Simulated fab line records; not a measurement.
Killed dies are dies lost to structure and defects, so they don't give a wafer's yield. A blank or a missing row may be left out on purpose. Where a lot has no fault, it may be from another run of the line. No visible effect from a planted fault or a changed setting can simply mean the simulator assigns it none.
fab line records ; flow n5Finfet ; part 2 of 2: steps 25 to 31 of 31
[record] lots = 5; wafers = 15; lastDay = 17
route steps=1938 shown PASSIVATION@1904
lots with no fault: from the same line, run without faults
startH: start of the lot's first displayed wafer, in hours after the record's first day ; waitH: time in hours since the lot's previous step ; " same as the row above ; L1.1+2: several wafers, shown together as one row ; - no value, or no start given ; * or withheld: withheld ; < > ~ a bound
route shown NAME@n: a module of which the file shows steps, and the number in the route of the first ; usual: average and standard deviation across the fault-free wafers ; same: alike in all rows ; chamber/n: place in a boat ; sites: per-site readings ; _std_site: the values' standard deviation ; _edge_site: mean of outer sites minus mean of inner sites ; radiusMm: how far each site lies from the wafer's centre ; mask NAME#n: copy n ; behind: the last tool/chamber to shape the wafer ; hold: why the lot went on hold/how many hours it stayed there/how the hold came to an end ; device: the n, p or np transistor that did not switch ; end of line: at the end of the route, the tests of the same wafers ; for a step that has no rows: nothing shown but its recipe ; killed: dies lost to structure and defects at the first sort, not the wafer's yield ; map: a wafer's dies, x killed, . not, _ none there
set.NAME: setting as actually run; set.NAME@STEP: the setting as run at that earlier step ; model.NAME: the simulator's own value behind a step, which no gauge read
certain route steps with their lots: each step a table, each wafer a row
services: when a tool's chamber went out of use (startH, in hours from the record's first day, below 0 if earlier), for how many hours, and the reason
[[steps]]
[step N5_PASSIVATION_DESCUM_46]
[recipe] chemistry = O2; timeS = 7.9; sourcePowerW = 50; biasPowerW = 20; pressureMtorr = 20; rfFrequencyHz = 2.712e+07; tempC = 40; o2FlowSccm = 225
[usual] drypumpMotorCurrentA = 5.7/0.53; oesProductAu = 0.77/0.079; rfVppV = 243.0/1.2; showerheadPlenumPTorr = 2.08/0.069; throttleValvePct = 20.33/0.27
lot.wafer;tool;chamber;startH;waitH;drypumpMotorCurrentA;oesProductAu;rfHoursCounterH;rfVppV;showerheadPlenumPTorr;throttleValvePct
L079.2;rieDiel-02;0;294.48;0.2;6.1;0.77;122;244.2;2.11;20.08
L079.3;rieDiel-02;2;294.48;0.2;5.1;0.81;98;242.4;2.00;20.04
L079.5;rieDiel-02;2;294.48;0.2;5.1;0.81;-;242.3;2.00;20.03
L084.3;rieDiel-06;0;330.62;0.0;6.7;0.84;58;243.4;2.13;20.38
L084.5;rieDiel-06;0;330.62;0.0;6.7;0.84;-;242.7;2.13;20.38
L084.6;rieDiel-06;1;330.62;0.0;5.2;0.71;-;244.8;2.18;20.79
L090.1;rieDiel-02;0;362.28;0.0;6.1;0.76;146;241.9;2.10;20.13
L090.2;rieDiel-02;3;362.28;0.0;5.2;0.99;2;244.1;2.13;20.52
L090.6;rieDiel-02;2;362.28;0.0;5.1;0.79;-;241.7;1.99;20.07
L093.1;rieDiel-06;2;391.93;0.0;5.9;0.72;192;244.0;2.15;20.46
L093.3;rieDiel-06;1;391.93;0.0;5.2;0.70;200;244.7;2.18;20.81
L093.5;rieDiel-06;2;391.93;0.0;5.9;0.72;-;242.4;2.15;20.47
L096.1;rieDiel-06;3;414.53;0.0;5.6;0.69;226;241.0;1.96;20.23
L096.2;rieDiel-06;1;414.53;0.0;5.2;0.70;207;242.5;2.17;20.82
L096.6;rieDiel-06;0;414.53;0.0;6.7;0.79;-;243.7;2.12;20.43
[step N5_PASSIVATION_PASS_ETCH_47]
[recipe] chemistry = CF4/O2; target = SiNx; targetDepthA = 7700; timeS = 385; ionEnergyEv = 100; pressureMtorr = 40; sourceW = 535; biasW = 49; Ar_flow_sccm = 100; cf4FlowSccm = 100; O2_flow_sccm = 10
[usual] drypumpMotorCurrentA = 5.7/0.53; oesProductAu = 0.77/0.076; rfVppV = 240/7.5; showerheadPlenumPTorr = 2.20/0.064; throttleValvePct = 15.83/0.26
lot.wafer;tool;chamber;startH;waitH;drypumpMotorCurrentA;oesProductAu;rfHoursCounterH;rfVppV;showerheadPlenumPTorr;throttleValvePct
L079.2;rieDiel-02;0;294.51;0.0;6.1;0.77;122;241;2.22;15.59
L079.3;rieDiel-02;2;294.51;0.0;5.1;0.81;98;229;2.14;15.59
L079.5;rieDiel-02;2;294.51;0.0;5.0;0.81;-;227;2.14;15.59
L084.3;rieDiel-06;0;330.65;0.0;6.7;0.83;58;239;2.24;15.77
L084.5;rieDiel-06;0;330.65;0.0;6.7;0.83;-;239;2.23;15.78
L084.6;rieDiel-06;1;330.65;0.0;5.2;0.70;-;253;2.28;16.19
L090.1;rieDiel-02;0;362.31;0.0;6.1;0.75;146;240;2.21;15.65
L090.2;rieDiel-02;3;362.31;0.0;5.2;1.00;2;240;2.25;15.95
L090.6;rieDiel-02;2;362.31;0.0;5.1;0.79;-;228;2.13;15.66
L093.1;rieDiel-06;2;391.96;0.0;5.9;0.72;192;250;2.28;16.02
L093.3;rieDiel-06;1;391.96;0.0;5.2;0.70;200;252;2.27;16.22
L093.5;rieDiel-06;2;391.96;0.0;5.9;0.72;-;248;2.28;16.02
L096.1;rieDiel-06;3;414.56;0.0;5.6;0.69;226;248;2.09;15.92
L096.2;rieDiel-06;1;414.56;0.0;5.2;0.70;207;251;2.27;16.24
L096.6;rieDiel-06;0;414.56;0.0;6.6;0.80;-;239;2.23;15.82
[step N5_PASSIVATION_ETCH_54]
[recipe] chemistry = CHF3/O2; target = SiO2; targetDepthA = 8800; CHF3_flow_sccm = 50; O2_flow_sccm = 5; Ar_flow_sccm = 200; timeS = 440; maskMaterial = PR; pressureMtorr = 30; sourceW = 650; biasW = 170; ionEnergyEv = 200
[usual] drypumpMotorCurrentA = 5.7/0.53; oesProductAu = 0.77/0.075; rfVppV = 523/16; showerheadPlenumPTorr = 2.41/0.07; throttleValvePct = 18.76/0.27
lot.wafer;tool;chamber;startH;waitH;drypumpMotorCurrentA;oesProductAu;rfHoursCounterH;rfVppV;showerheadPlenumPTorr;throttleValvePct
L079.2;rieDiel-02;0;294.74;0.1;6.1;0.77;122;524;2.44;18.55
L079.3;rieDiel-02;2;294.74;0.1;5.1;0.81;98;496;2.33;18.52
L079.5;rieDiel-02;2;294.74;0.1;5.1;0.81;-;495;2.33;18.52
L084.3;rieDiel-06;0;330.88;0.1;6.7;0.83;59;519;2.44;18.69
L084.5;rieDiel-06;0;330.88;0.1;6.7;0.83;-;518;2.44;18.70
L084.6;rieDiel-06;1;330.88;0.1;5.2;0.71;-;548;2.48;19.04
L090.1;rieDiel-02;0;362.54;0.1;6.1;0.75;146;524;2.43;18.58
L090.2;rieDiel-02;3;362.54;0.1;5.2;0.99;3;519;2.47;18.99
L090.6;rieDiel-02;2;362.54;0.1;5.1;0.79;-;494;2.32;18.56
L093.1;rieDiel-06;2;392.19;0.1;5.9;0.73;193;542;2.51;19.03
L093.3;rieDiel-06;1;392.19;0.1;5.2;0.70;200;548;2.48;19.08
L093.5;rieDiel-06;2;392.19;0.1;5.9;0.72;-;542;2.51;19.03
L096.1;rieDiel-06;3;414.79;0.1;5.6;0.69;226;536;2.30;18.86
L096.2;rieDiel-06;1;414.79;0.1;5.2;0.70;207;549;2.47;19.08
L096.6;rieDiel-06;0;414.79;0.1;6.7;0.80;-;519;2.43;18.72
[step N5_PASSIVATION_STRIP_48]
[recipe] chemistry = O2; powerW = 600; tempC = 60; pressureMtorr = 30; rfFrequencyHz = 6e+07; biasPowerW = 0; overashFraction = 0.5; o2FlowSccm = 225
[usual] drypumpMotorCurrentA = 5.7/0.53; oesProductAu = 0.78/0.08; rfVppV = 3.6/2.4; showerheadPlenumPTorr = 2.09/0.069; throttleValvePct = 16.59/0.28
lot.wafer;tool;chamber;startH;waitH;drypumpMotorCurrentA;oesProductAu;rfHoursCounterH;rfVppV;showerheadPlenumPTorr;throttleValvePct
L079.2;rieDiel-02;0;295.03;0.1;6.1;0.77;122;4.7;2.12;16.30
L079.3;rieDiel-02;2;295.03;0.1;5.1;0.81;98;4.8;2.00;16.31
L079.5;rieDiel-02;2;295.03;0.1;5.1;0.82;-;11.3;2.01;16.30
L084.3;rieDiel-06;0;331.17;0.1;6.6;0.80;59;6.2;2.13;16.53
L084.5;rieDiel-06;0;331.17;0.1;6.6;0.80;-;4.4;2.13;16.58
L084.6;rieDiel-06;1;331.17;0.1;5.2;0.70;-;6.8;2.18;16.97
L090.1;rieDiel-02;0;362.83;0.1;6.1;0.76;146;5.2;2.11;16.39
L090.2;rieDiel-02;3;362.83;0.1;5.1;0.97;3;10.9;2.13;16.66
L090.6;rieDiel-02;2;362.83;0.1;5.1;0.80;-;5.8;2.00;16.39
L093.1;rieDiel-06;2;392.48;0.1;5.9;0.76;193;4.1;2.16;16.69
L093.3;rieDiel-06;1;392.48;0.1;5.2;0.72;200;1.1;2.18;17.02
L093.5;rieDiel-06;2;392.48;0.1;5.9;0.75;-;5.2;2.16;16.74
L096.1;rieDiel-06;3;415.08;0.1;5.7;0.69;226;0.1;1.96;16.64
L096.2;rieDiel-06;1;415.08;0.1;5.2;0.73;207;0;2.18;17.03
L096.6;rieDiel-06;0;415.08;0.1;6.7;0.80;-;3.6;2.13;16.65
[step N5_PASSIVATION_STRIP_52]
[recipe] chemistry = postEtchResidueRemover; timeS = 1200; tempC = 72.5
[usual] bathGuardTempC = 72.5/0.44
lot.wafer;tool;chamber;startH;waitH;bathGuardTempC
L079.2;wetBench-02;0;295.10;-;72.2
L079.3;wetBench-02;5;295.10;-;72.6
L079.5;wetBench-02;7;295.10;-;72.3
L084.3;wetBench-02;1;331.24;-;72.9
L084.5;wetBench-02;2;331.24;-;72.3
L084.6;wetBench-02;5;331.24;-;72.5
L090.1;wetBench-06;2;362.91;-;72.4
L090.2;wetBench-06;5;362.91;-;72.6
L090.6;wetBench-06;1;362.91;-;72.9
L093.1;wetBench-02;4;392.55;-;73.0
L093.3;wetBench-02;0;392.55;-;72.7
L093.5;wetBench-02;2;392.55;-;72.7
L096.1;wetBench-06;4;415.15;-;72.5
L096.2;wetBench-06;6;415.15;-;72.5
L096.6;wetBench-06;3;415.15;-;72.0
[step N5_PASSIVATION_CLEAN_71]
[recipe] chemistry = IPA; timeS = 180; tempC = 25
lot.wafer;tool;chamber;startH;waitH
L079.2+3+5;wetBench-02;0,5,7;295.43;0.0
L084.3+5+6;wetBench-02;1,2,5;331.57;0.0
L090.1+2+6;wetBench-06;2,5,1;363.24;0.0
L093.1+3+5;wetBench-02;4,0,2;392.88;0.0
L096.1+2+6;wetBench-06;4,6,3;415.48;0.0
[step N5_PASSIVATION_SRD_72]
[recipe] dry = ipaMarangoni; timeS = 30; tempC = 23; rinseLiquid = diw
lot.wafer;tool;chamber;startH;waitH
L079.2+3+5;wetBench-02;0,5,7;295.48;0.0
L084.3+5+6;wetBench-02;1,2,5;331.62;0.0
L090.1+2+6;wetBench-06;2,5,1;363.29;0.0
L093.1+3+5;wetBench-02;4,0,2;392.93;0.0
L096.1+2+6;wetBench-06;4,6,3;415.53;0.0
[[services]]
tool;chamber;startH;hours;kind
krfScanner-01;-;271.94;1.0;pm
rieMetal-03;-;272.00;1.2;repair
rieMetal-01;-;274.15;2.8;pm
rieDiel-01;-;276.74;3.5;repair
pecvd-04;2;279.79;13.5;repair
rieDiel-01;3;280.83;10.1;repair
krfScanner-01;-;281.00;1.3;pm
rieMetal-01;0;291.85;14.6;repair
rieDiel-02;0;301.45;6.4;repair
rieMetal-03;0;311.11;7.5;repair
rieDiel-02;3;319.57;8.6;repair
rieDiel-06;3;327.78;5.0;repair
rieMetal-02;1;331.04;25.8;repair
krfScanner-01;-;336.00;3.0;pm
pecvd-01;1;340.74;5.6;repair
rieDiel-06;0;341.21;4.4;repair
rieMetal-03;1;342.75;14.6;repair
rieDiel-06;1;352.55;12.5;repair
pecvd-03;-;354.87;5.1;repair
pecvd-01;-;366.40;2.8;pm
rieMetal-02;-;379.44;0.2;repair
krfScanner-01;-;387.01;0.8;pm
rieDiel-02;2;400.33;16.5;repair
rieDiel-06;1;405.91;1.3;repair
